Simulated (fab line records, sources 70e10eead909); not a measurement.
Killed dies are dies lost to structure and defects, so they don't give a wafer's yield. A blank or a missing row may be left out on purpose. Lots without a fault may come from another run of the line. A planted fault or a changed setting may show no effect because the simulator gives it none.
fab line records | flow nand_harc
record lots=6 wafers=18 last_day=32
route steps=1302 shown P_M2@339 P_BONDPAD@351 END@1302
lots that met no fault: from a run of the same line without faults
start_h: hours from the record's first day to the start of the lot's first wafer shown | wait_h: hours since the lot's step before | " the same as in the row above | L1.1+2: a row that stands for several wafers | - no value, or no start given | * or withheld: withheld | < > ~ a bound
route shown NAME@n: a module of which the file shows steps, and the number in the route of the first | usual: mean/standard deviation of fault-free wafers | same: alike in all rows | chamber/n: place in a boat | sites: the reading at each site | _std_site: their standard deviation | _edge_site: outer sites' mean less inner sites' | radius_mm: how far each site lies from the wafer's centre | mask NAME#n: copy n | behind: the tool/chamber that last shaped the wafer | hold: why the lot was held/for how many hours/how that ended | device: the transistor (n, p or np) that didn't switch | end of line: the same wafers' tests at the end of the route | a step without rows: its recipe alone | killed: dies lost to structure and defects at the first sort, not the wafer's yield | map: a wafer's dies, x killed, . not, _ none there
set.NAME: the setting as run; set.NAME@STEP: as run at that earlier step | model.NAME: the simulator's own value behind a step, which no gauge read
lots at some steps of the route; a table a step, a row a wafer
services: from which hour (start_h, from the record's first day; less than 0 if before it) a tool's chamber was out of use, for how many hours, and why
## steps
# step NHARC_P_M2_PRE_CLEAN_30
# recipe time_s=30 temp_c=280 gas=H2/He
# step NHARC_P_M2_PVD_20
# recipe target_thk_a=50 bias_v=168.6 power_w=15000 chamber_pressure_pa=0.12 time_s=8.06 substrate_temp_c=50 material=TaN
# usual throttle_valve_pct=30.0/0.95
# columns lot.wafer tool chamber start_h wait_h throttle_valve_pct
L769.3 pvd_sputter-03 - - - 29.0
L769.1 " - " " 29.2
L769.2 " - " " 28.7
L771.4 pvd_sputter-01 - - - 28.9
L771.2 " - " " 30.8
L771.6 " - " " 29.0
L775.4 pvd_sputter-02 - - - 31.1
L775.3 " - " " 29.6
L775.6 " - " " 31.3
L782.2 pvd_sputter-02 - - - 29.8
L782.6 " - " " 31.1
L782.5 " - " " 31.3
L788.4 pvd_sputter-01 - - - 29.5
L788.5 " - " " 30.0
L788.6 " - " " 29.7
L787.1 pvd_sputter-01 - - - 30.8
L787.3 " - " " 29.6
L787.4 " - " " 30.9
# step NHARC_P_M2_PVD_21
# recipe target_thk_a=300 chamber_pressure_pa=5 power_w=5000 substrate_temp_c=30 time_s=20.49 material=Cu
# usual throttle_valve_pct=29.9/0.98
# columns lot.wafer tool chamber start_h wait_h throttle_valve_pct
L769.3 pvd_sputter-03 - - - 28.7
L769.2 " - " " 29.3
L769.1 " - " " 28.5
L771.4 pvd_sputter-01 - - - 30.7
L771.2 " - " " 29.2
L771.6 " - " " 30.9
L775.4 pvd_sputter-02 - - - 31.2
L775.3 " - " " 29.1
L775.6 " - " " 31.0
L782.2 pvd_sputter-02 - - - 31.3
L782.5 " - " " 31.1
L782.6 " - " " 29.7
L788.4 pvd_sputter-01 - - - 30.9
L788.6 " - " " 30.1
L788.5 " - " " 29.6
L787.3 pvd_sputter-01 - - - 29.6
L787.4 " - " " 31.1
L787.1 " - " " 29.8
# step NHARC_P_M2_ECD_22
# recipe target_thk_a=4000 bath_temp_c=25 material=Cu
# step NHARC_P_M2_ANNEAL_31
# recipe temp_c=225 time_s=90
# usual wafer_temp_C_max=225.74/0.2
# columns lot.wafer tool chamber start_h wait_h wafer_temp_C_max
L769.1 rtp_anneal-02 0 154.31 0.3 225.83
L769.2 " 0 " " 225.85
L769.3 " 0 " " 225.54
L771.2 rtp_anneal-01 0 169.85 0.4 225.75
L771.4 " 0 " " 225.78
L771.6 " 0 " " 225.79
L775.3 rtp_anneal-01 0 216.95 - 225.86
L775.4 " 0 " " 226.03
L775.6 " 0 " " 225.77
L782.2 rtp_anneal-01 0 277.29 0.4 226.01
L782.5 " 0 " " 226.09
L782.6 " 0 " " 225.99
L788.4 rtp_anneal-02 0 338.66 0.3 225.62
L788.5 " 0 " " 225.66
L788.6 " 0 " " 225.98
L787.1 rtp_anneal-02 0 349.72 - 225.55
L787.3 " 0 " " 225.91
L787.4 " 0 " " 225.55
# step NHARC_P_M2_CMP_23
# recipe t_overpolish_s=20 target_thk_nm=144.3
# usual motor_current_A=12.0/1.4 time_to_endpoint_s=29.0/1.9
# columns lot.wafer tool chamber start_h wait_h motor_current_A time_to_endpoint_s
L769.1 cmp-02 3 154.69 - 10.2 28.9
L769.3 " 0 " " 13.5 27.4
L769.2 " 1 " " 9.7 28.6
L771.2 cmp-01 2 170.20 - 13.2 26.8
L771.4 " 3 " " 12.5 29.7
L771.6 " 1 " " 11.0 27.2
L775.3 cmp-01 3 217.28 - 12.6 32.2
L775.4 " 0 " " 13.9 30.8
L775.6 " 0 " " 14.0 30.5
L782.2 cmp-01 0 277.61 - 13.6 26.4
L782.5 " 3 " " 13.0 30.4
L782.6 " 0 " " 13.8 24.9
L788.4 cmp-03 2 338.85 - 10.4 28.7
L788.6 " 2 " " 10.7 27.9
L788.5 " 3 " " 12.2 25.5
L787.3 cmp-03 0 350.06 - 12.4 28.5
L787.1 " 1 " " 11.9 30.2
L787.4 " 3 " " 11.8 29.7
# step NHARC_P_M2_THK_MEAS_24
# recipe thk_meas_gauge=xrf
# usual thk_nm=144.4/1.4
# columns lot.wafer tool chamber start_h wait_h thk_nm
L769.1 film_metro-01 - 154.98 - 144.8
L769.2 " - " " 143.2
L769.3 " - " " 142.5
L771.2 film_metro-01 - 170.46 - 142.4
L771.4 " - " " 144.8
L771.6 " - " " 145.9
L775.3 film_metro-01 - 217.60 - 144.4
L775.4 " - " " 143.3
L775.6 " - " " 144.8
L782.2 film_metro-02 - 277.89 - 145.5
L782.5 " - " " 146.0
L782.6 " - " " 143.4
L788.4 film_metro-02 - 339.17 - 149.2
L788.5 " - " " 145.0
L788.6 " - " " 147.0
L787.1 film_metro-02 - 350.37 - 146.8
L787.3 " - " " 144.9
L787.4 " - " " 144.5
# step NHARC_P_M2_SRD_25
# step NHARC_P_M2_INSPECT_27
# usual raw_defect_count=323/140
# columns lot.wafer tool chamber start_h wait_h raw_defect_count
L769.1 defect_inspect-02 - 155.14 0.0 204
L769.2 " - " " 125
L769.3 " - " " 161
L771.2 defect_inspect-02 - 170.62 0.0 291
L771.4 " - " " 347
L771.6 " - " " 149
L775.3 defect_inspect-01 - 217.75 0.0 283
L775.4 " - " " 201
L775.6 " - " " 297
L782.2 defect_inspect-02 - 278.05 0.0 303
L782.5 " - " " 269
L782.6 " - " " 190
L788.4 defect_inspect-02 - 339.33 0.0 274
L788.5 " - " " 544
L788.6 " - " " 620
L787.1 defect_inspect-01 - 350.53 0.0 354
L787.3 " - " " 268
L787.4 " - " " 216
# step NHARC_P_M2_PRE_CLEAN_32
# recipe time_s=12 temp_c=370 rf_power_w=300 gas=NH3
# step NHARC_P_M2_DEP_33
# recipe target_thk_a=300 temp_c=370 target_thk_nm=30 pressure_torr=3 flow_sccm=200 rf_w=450 material=SiCN
# step NHARC_P_BONDPAD_DEP_00
# recipe target_thk_a=2500 temp_c=370 target_thk_nm=250 pressure_torr=3 flow_sccm=200 rf_w=450 material=SiCN
# usual heater_power_w=576/59 showerhead_vpp_V=1305/62
# columns lot.wafer tool chamber start_h wait_h heater_power_w showerhead_vpp_V
L769.3 pecvd-01 2 155.70 - 610 1359
L769.1 " 0 " " 631 1343
L769.2 " 1 " " 610 1321
L771.2 pecvd-04 0 171.18 - 623 1312
L771.4 " 0 " " 604 1326
L771.6 " 2 " " 598 1338
L775.3 pecvd-01 1 218.33 - 651 1335
L775.4 " 1 " " 685 1325
L775.6 " 2 " " 603 1336
L782.2 pecvd-03 1 278.61 - 454 1339
L782.5 " 2 " " 442 1310
L782.6 " 0 " " 529 1167
L788.4 pecvd-04 0 340.02 - 569 1329
L788.6 " 1 " " 591 1282
L788.5 " 2 " " 568 1350
L788.4 pecvd-04 0 340.61 - 554 1302
L788.6 " 1 " " 595 1285
L788.5 " 2 " " 567 1365
L787.3 pecvd-03 1 351.09 - 577 1296
L787.1 " 0 " " 522 1165
L787.4 " 2 " " 551 1315
L787.3 pecvd-03 1 351.83 - 577 1336
L787.1 " 0 " " 532 1130
L787.4 " 2 " " 554 1297
# step NHARC_P_BONDPAD_CMP_32
# recipe target_thk_nm=200 material=SiCN
# usual motor_current_A=11.2/0.94
# columns lot.wafer tool chamber start_h wait_h motor_current_A
L769.1 cmp-04 1 156.11 - 10.4
L769.3 " 2 " " 10.7
L769.2 " 3 " " 10.3
L771.4 cmp-03 2 171.62 - 9.9
L771.2 " 3 " " 12.0
L771.6 " 2 " " 10.6
L775.4 cmp-03 2 218.79 - 10.3
L775.3 " 3 " " 11.1
L775.6 " 0 " " 11.8
L782.2 cmp-03 1 279.04 - 12.0
L782.5 " 0 " " 12.1
L782.6 " 1 " " 11.8
L788.4 cmp-04 0 340.98 - 11.8
L788.6 " 0 " " 12.3
L788.5 " 1 " " 10.9
L787.1 cmp-03 1 352.47 - 11.3
L787.3 " 2 " " 9.8
L787.4 " 3 " " 11.8
# step NHARC_P_BONDPAD_THK_MEAS_33
# recipe thk_meas_gauge=ellipsometry
# usual thk_nm=200.0/1.5
# columns lot.wafer tool chamber start_h wait_h thk_nm
L769.1 film_metro-01 - 156.37 0.2 197.9
L769.2 " - " " 199.3
L769.3 " - " " 198.4
L771.2 film_metro-01 - 171.84 0.2 198.6
L771.4 " - " " 201.1
L771.6 " - " " 200.2
L775.3 film_metro-01 - 218.99 0.2 202.9
L775.4 " - " " 199.5
L775.6 " - " " 203.3
L782.2 film_metro-01 - 279.28 0.2 200.5
L782.5 " - " " 199.9
L782.6 " - " " 200.2
L788.4 film_metro-01 - 341.24 0.2 184.8
L788.5 " - " " 196.6
L788.6 " - " " 195.4
L787.1 film_metro-01 - 352.73 0.2 199.4
L787.3 " - " " 197.5
L787.4 " - " " 189.6
# step NHARC_P_BONDPAD_SRD_34
# step NHARC_END_SORT_01
# recipe temp_c=25
# usual defect_limited_yield=90.1/2.4 killed_at_array=62/16 killed_at_other=0.8/1.1 killed_at_periphery=4/3.2 killed_dies=67/16 killed_open=3.5/1.9 killed_short=2.1/1.5
# same gross_dies=677
# columns lot.wafer tool chamber start_h wait_h defect_limited_yield[%] killed_at_array killed_at_other killed_at_periphery killed_dies killed_open killed_short
L771.2 prober-01 0 594.94 2.8 87.9 80 0 2 82 1 2
L771.4 prober-01 0 596.53 3.4 87.4 75 1 9 85 6 4
L771.6 prober-01 0 598.13 4.0 85.8 92 2 2 96 1 6
L775.3 prober-01 0 650.78 3.1 91.0 52 1 8 61 3 1
L775.4 prober-01 0 651.58 3.4 90.8 55 0 7 62 2 6
L775.6 prober-01 0 653.18 4.0 91.4 53 1 4 58 1 1
L782.2 prober-02 0 698.81 2.8 92.6 46 0 4 50 3 3
L782.5 prober-02 0 701.17 3.6 91.6 55 0 2 57 4 0
L782.6 prober-02 0 701.96 3.9 89.4 67 0 5 72 5 2
L788.4 prober-02 0 750.76 3.4 90.4 58 0 7 65 3 0
L788.5 prober-02 0 751.56 3.7 90.3 58 0 8 66 8 3
L788.6 prober-02 0 752.36 4.0 91.0 59 2 0 61 5 1
L787.1 prober-02 0 772.64 2.5 89.5 59 1 11 71 3 1
L787.3 prober-02 0 774.23 3.1 85.7 91 0 6 97 1 0
L787.4 prober-02 0 775.03 3.4 87.4 74 2 9 85 3 2
# killed by level:class
L771.2 A_CHANNEL_HOLE_D1:chamber_film_flake=31 A_SLIT:chamber_film_flake=22 A_CONTACT:chamber_film_flake=9 A_CHANNEL_HOLE_D2:chamber_film_flake=7 A_CHANNEL_FILL_D2:chamber_film_flake=3 A_STAIRCASE:chamber_film_flake=3 A_ONON_D1:geometric_particle:open=1 A_CHANNEL_HOLE_D1:geometric_particle:short=1
L771.4 A_CHANNEL_HOLE_D1:chamber_film_flake=31 A_SLIT:chamber_film_flake=25 A_CHANNEL_HOLE_D2:chamber_film_flake=6 A_CONTACT:chamber_film_flake=5 P_STI:chamber_film_flake=3 P_CONTACT:geometric_particle:open=2 P_GATE:chamber_film_flake=2 P_GATE:geometric_particle:open=1
L771.6 A_CHANNEL_HOLE_D1:chamber_film_flake=38 A_SLIT:chamber_film_flake=30 A_CHANNEL_HOLE_D2:chamber_film_flake=6 A_CONTACT:chamber_film_flake=5 A_M1:chamber_film_flake=4 A_M0:geometric_particle:short=2 STARTING-WAFER:geometric_particle:short=2 A_STAIRCASE:chamber_film_flake=2
L775.3 A_SLIT:chamber_film_flake=27 A_CHANNEL_HOLE_D2:chamber_film_flake=13 P_CONTACT:chamber_film_flake=5 A_CHANNEL_HOLE_D1:chamber_film_flake=5 P_ZERO_WELL:chamber_film_flake=2 P_M0:geometric_particle:open=1 A_ONON_D1:geometric_particle:open=1 A_CHANNEL_FILL_D1:geometric_particle:short=1
L775.4 A_SLIT:chamber_film_flake=33 A_CHANNEL_HOLE_D2:chamber_film_flake=7 P_CONTACT:chamber_film_flake=4 A_CONTACT:chamber_film_flake=3 A_CHANNEL_HOLE_D1:chamber_film_flake=2 A_M0:chamber_film_flake=2 P_M0:geometric_particle:short=1 P_M1:geometric_particle:short=1
L775.6 A_SLIT:chamber_film_flake=30 A_CHANNEL_HOLE_D1:chamber_film_flake=8 A_CHANNEL_HOLE_D2:chamber_film_flake=6 P_CONTACT:chamber_film_flake=3 A_STAIRCASE:chamber_film_flake=3 A_M0:chamber_film_flake=2 A_DECK1_JOINT:geometric_particle:short=1 A_BLC:geometric_particle:open=1
L782.2 A_CHANNEL_HOLE_D1:chamber_film_flake=26 A_SLIT:chamber_film_flake=4 A_CONTACT:chamber_film_flake=4 P_GATE:chamber_film_flake=3 A_ONON_D2:geometric_particle:short=2 A_DECK1_JOINT:chamber_film_flake=2 A_STAIRCASE:chamber_film_flake=2 A_WL_FILL:chamber_film_flake=2
L782.5 A_CHANNEL_HOLE_D1:chamber_film_flake=37 A_CONTACT:chamber_film_flake=5 A_SLIT:chamber_film_flake=3 P_GATE:chamber_film_flake=2 A_CHANNEL_FILL_D1:chamber_film_flake=2 A_STAIRCASE:chamber_film_flake=2 A_WL_FILL:chamber_film_flake=2 A_ONON_D2:geometric_particle:open=1
L782.6 A_CHANNEL_HOLE_D1:chamber_film_flake=42 A_CONTACT:chamber_film_flake=10 A_SLIT:chamber_film_flake=4 A_STAIRCASE:chamber_film_flake=3 A_DECK1_JOINT:chamber_film_flake=2 P_GATE:geometric_particle:open=1 P_M0:geometric_particle:open=1 P_M0:geometric_particle:short=1
L788.4 A_CHANNEL_HOLE_D2:chamber_film_flake=28 A_CHANNEL_HOLE_D1:chamber_film_flake=14 P_GATE:chamber_film_flake=5 A_STAIRCASE:chamber_film_flake=5 A_SLIT:chamber_film_flake=4 A_M1:chamber_film_flake=2 A_CHANNEL_FILL_D1:geometric_particle:open=1 A_DECK1_JOINT:geometric_particle:open=1
L788.5 A_CHANNEL_HOLE_D2:chamber_film_flake=15 A_CHANNEL_HOLE_D1:chamber_film_flake=11 A_STAIRCASE:chamber_film_flake=7 P_GATE:chamber_film_flake=6 A_SLIT:chamber_film_flake=6 A_ZERO_WELL:chamber_film_flake=3 A_M1:chamber_film_flake=3 A_WL_FILL:geometric_particle:short=2
L788.6 A_CHANNEL_HOLE_D2:chamber_film_flake=27 A_CHANNEL_HOLE_D1:chamber_film_flake=9 A_CONTACT:chamber_film_flake=6 A_SLIT:chamber_film_flake=5 A_STAIRCASE:chamber_film_flake=3 A_CHANNEL_FILL_D1:chamber_film_flake=2 THIN_TSV:chamber_film_flake=2 A_CHANNEL_FILL_D1:geometric_particle:open=1
L787.1 A_CHANNEL_HOLE_D2:chamber_film_flake=25 A_SLIT:chamber_film_flake=23 P_BONDPAD:chamber_film_flake=7 A_CONTACT:chamber_film_flake=3 P_ZERO_WELL:chamber_film_flake=2 A_CHANNEL_HOLE_D1:unspecified=2 A_CHANNEL_HOLE_D1:chamber_film_flake=2 P_GATE:geometric_particle:open=1
L787.3 A_SLIT:chamber_film_flake=38 A_CHANNEL_HOLE_D2:chamber_film_flake=34 A_CONTACT:chamber_film_flake=10 P_ZERO_WELL:chamber_film_flake=3 A_CHANNEL_FILL_D2:chamber_film_flake=3 P_BONDPAD:chamber_film_flake=2 A_CHANNEL_HOLE_D1:unspecified=2 A_CHANNEL_HOLE_D1:chamber_film_flake=2
L787.4 A_CHANNEL_HOLE_D2:chamber_film_flake=30 A_SLIT:chamber_film_flake=28 A_CONTACT:chamber_film_flake=8 P_BONDPAD:chamber_film_flake=7 A_ONON_D1:geometric_particle:open=2 THIN_TSV:chamber_film_flake=2 P_STI:geometric_particle:short=1 A_CHANNEL_FILL_D2:geometric_particle:open=1
## services
# columns tool chamber start_h hours kind
pecvd-01 - 130.68 13.0 pm
cmp-04 - 134.71 0.5 repair
cmp-03 - 141.84 1.9 repair
cmp-04 - 159.81 1.0 repair
cmp-03 - 162.08 4.0 pm
pecvd-03 1 162.61 5.5 repair
pvd_sputter-01 - 166.76 1.8 repair
pecvd-03 - 185.22 13.0 pm
cmp-01 - 185.50 4.0 pm
pvd_sputter-02 - 197.83 1.6 repair
pecvd-04 - 209.12 1.7 repair
pvd_sputter-01 - 234.52 10.0 pm
pecvd-04 0 240.51 14.3 repair
cmp-03 - 256.75 0.4 repair
cmp-03 - 260.11 4.0 pm
pecvd-04 - 266.87 1.1 repair
pecvd-04 - 269.99 13.0 pm
cmp-03 - 276.69 2.2 repair
pvd_sputter-02 - 282.03 10.0 pm
cmp-01 - 283.50 4.0 pm
cmp-03 - 289.16 4.5 repair
pecvd-04 0 309.54 7.7 repair
pvd_sputter-01 - 316.25 6.1 repair
cmp-03 - 330.72 4.3 repair
## key
first_sign step=NHARC_P_BONDPAD_DEP_00 reading=visit direction=added
effect step=NHARC_P_BONDPAD_THK_MEAS_33 reading=thk_nm direction=down sigmas=4 usual=200.0 struck=193.9 wafers_moved=3
met_at NHARC_P_BONDPAD_DEP_00
struck_wafers L787.1,L787.3,L787.4,L788.4,L788.5,L788.6
fault kind=repeated_step_whole tool=pecvd-01,pecvd-03,pecvd-04 chamber=- onset_h=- steps=NHARC_P_BONDPAD_DEP_00 times=1 scope=struck_lots_only
